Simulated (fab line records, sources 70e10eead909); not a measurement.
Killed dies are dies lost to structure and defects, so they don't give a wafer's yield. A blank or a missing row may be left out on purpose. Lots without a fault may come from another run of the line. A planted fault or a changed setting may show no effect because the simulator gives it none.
Chamber matching | flow nand_harc | NHARC_A_CHANNEL_FILL_D1_ETCHBACK_20 on rie_diel-11: 4 sister chambers
The step etches the open film in C4F8/O2/Ar, target depth 27 nm, time 13.5 s. 4 wafers are shown with their chamber, then 8 later ones without.

WAFERS WITH THEIR CHAMBER
wafer  | chamber | rf_vpp_V (V)
L084.3 | 3       | 974
L087.2 | 2       | 972
L087.3 | 1       | 976
L089.2 | 0       | 978

WAFERS WITHOUT THEIR CHAMBER
wafer  | rf_vpp_V (V)
L089.3 | 977
L089.4 | 973
L093.1 | 973
L093.4 | 976
L093.6 | 972
L096.2 | 975
L096.5 | 972
L096.6 | 974

WHICH CHAMBER EACH WENT THROUGH
wafer  | from the rows above     | in truth
L089.3 | can't be placed: 0 or 1 | 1
L089.4 | can't be placed: 2 or 3 | 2
L093.1 | can't be placed: 2 or 3 | 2
L093.4 | 1                       | 1
L093.6 | 2                       | 2
L096.2 | can't be placed: 1 or 3 | 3
L096.5 | 2                       | 2
L096.6 | 3                       | 3
Placed correctly: 4 of 8. Can't be placed from these rows: 4 (the true chamber is among the candidates in 4). Placed wrongly: 0.
How it was worked out, from the rows above alone: a wafer's distance from a chamber is the root of the sum, over the readings, of the square of ((its reading less the chamber's mean) divided by the reading's scatter). The wafer belongs to the nearest chamber; if the next one is less than 2 further off, it can't be placed. A chamber's mean is the mean of its shown wafers. The scatter: with one shown wafer a chamber, the root of the mean of the squares of how far each hidden wafer lies from its nearest shown one.
